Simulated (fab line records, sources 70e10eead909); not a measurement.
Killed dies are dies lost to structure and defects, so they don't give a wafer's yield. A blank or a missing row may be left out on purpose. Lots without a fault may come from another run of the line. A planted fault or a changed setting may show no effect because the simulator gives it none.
A struck lot beside a sound one | flow nand_harc | 15 steps out of a route of 1302
Sound: wafers L927.2, L927.5, L927.6. Struck: wafers L936.2, L936.3. (L936.5 of the same lot was not struck and is left out.) The cause comes at the end.
At each step with rows: each side's tool, then ch and its chambers, then its first start. Under that, the readings that differ: sound wafers | struck wafers | difference of the means | sigmas: that difference in standard deviations of wafers without a fault.
alike: readings whose means differ by less than 2 such deviations, and words and numbers that are the same on both sides. not compared: withheld readings, readings that some wafer has no value for, bounds like >300 that may hide the same value, and numbers for which the record gives no deviation and whose values overlap.
The two part at a step that has a row with sigmas, a row that says differs or no value, or rows on one side only. Numbers that don't overlap but have no deviation are shown without sigmas and don't part them. A reading that every wafer of one side lacks parts them only if that side has two wafers or more.

NHARC_A_M1_INSPECT_11:
  sound on defect_inspect-01, day 27 02:22; struck on defect_inspect-02, day 31 19:29
  alike: raw_defect_count
NHARC_A_M1_DESCUM_14: chemistry O2, time 3 s.
  sound on rie_diel-04 ch 1,2, day 27 02:25; struck on rie_diel-04 ch 0,1, day 31 19:33
  reading                        | sound             | struck      | difference | sigmas
  chamber_pressure_mTorr (mTorr) | 60.10 60.03 59.96 | 59.78 59.99 | -0.14      | -3
  alike: drypump_motor_current_A, oes_product_au, rf_vpp_V, showerhead_plenum_p_Torr, throttle_valve_pct
  not compared: rf_hours_counter_h
NHARC_A_M1_ETCH_35: etches the open film in N2/H2, target depth 40 nm, overetch 12 nm, time 43.94 s.
  sound on rie_diel-04 ch 0,1, day 27 02:31; struck on rie_diel-04 ch 2,3, day 31 19:38
  alike: chamber_pressure_mTorr, drypump_motor_current_A, oes_product_au, rf_vpp_V, showerhead_plenum_p_Torr, throttle_valve_pct
  not compared: rf_hours_counter_h
NHARC_A_M1_ETCH_15: etches the open film in C4F8/Ar, target depth 182.5 nm, time 91.2 s.
  sound on rie_diel-04 ch 0,1; struck on rie_diel-04 ch 2,3
  alike: chamber_pressure_mTorr, oes_product_au, rf_vpp_V
  not compared: rf_hours_counter_h
NHARC_A_M1_CD_MEAS_16:
  sound on cd_sem-03, day 27 02:44; struck on cd_sem-01, day 31 19:51
  alike: cd_nm
then, 1 step without rows for these wafers: NHARC_A_M1_STRIP_18 (strips in N2/H2).
NHARC_A_M1_ETCH_28: etches the open film in CF4/N2, target depth 30 nm, time 72.99 s.
  sound on rie_diel-10 ch 0,3; struck on rie_diel-10 ch 1,3
  reading               | sound             | struck      | difference | sigmas
  oes_product_au (a.u.) | 0.997 0.986 0.992 | 1.012 1.000 | +0.014     | +2
  alike: chamber_pressure_mTorr, drypump_motor_current_A, rf_vpp_V, showerhead_plenum_p_Torr, throttle_valve_pct
  not compared: rf_hours_counter_h
then, 5 steps without rows for these wafers: NHARC_A_M1_STRIP_19 (strips in post etch residue remover, time 600 s); NHARC_A_M1_DEGAS_29 (time 60 s); NHARC_A_M1_PRE_CLEAN_30 (time 30 s); NHARC_A_M1_PVD_20 (deposits TaN, target thk 5 nm, time 8.06 s); NHARC_A_M1_PVD_21 (deposits Cu, target thk 30 nm, time 20.49 s).
NHARC_A_M1_ECD_22: material Cu, target thk 400 nm.
  sound on ecd_cu-01 ch 0,1, day 27 03:48; struck on ecd_cu-01 ch 0, day 31 20:59
  alike: bath_heat_duty_pct
NHARC_A_M1_ANNEAL_31: time 90 s.
  sound on rtp_anneal-01 ch 0, day 27 04:14; struck on rtp_anneal-01 ch 0, day 31 21:22
  alike: wafer_temp_C_max
NHARC_A_M1_CMP_23: polishes, t overpolish 20 s, target thk 154.34 nm.
  sound on cmp-03 ch 0,1, day 27 04:33; struck on cmp-01 ch 0,1, day 31 21:40
  reading                | sound          | struck    | difference | sigmas
  time_to_endpoint_s (s) | 28.2 27.4 28.1 | 10.8 11.2 | -16.9      | -7
  alike: motor_current_A

WHERE THEY PART
First at NHARC_A_M1_DESCUM_14; last, within this record, at NHARC_A_M1_CMP_23.

WHY: what the simulator had put in
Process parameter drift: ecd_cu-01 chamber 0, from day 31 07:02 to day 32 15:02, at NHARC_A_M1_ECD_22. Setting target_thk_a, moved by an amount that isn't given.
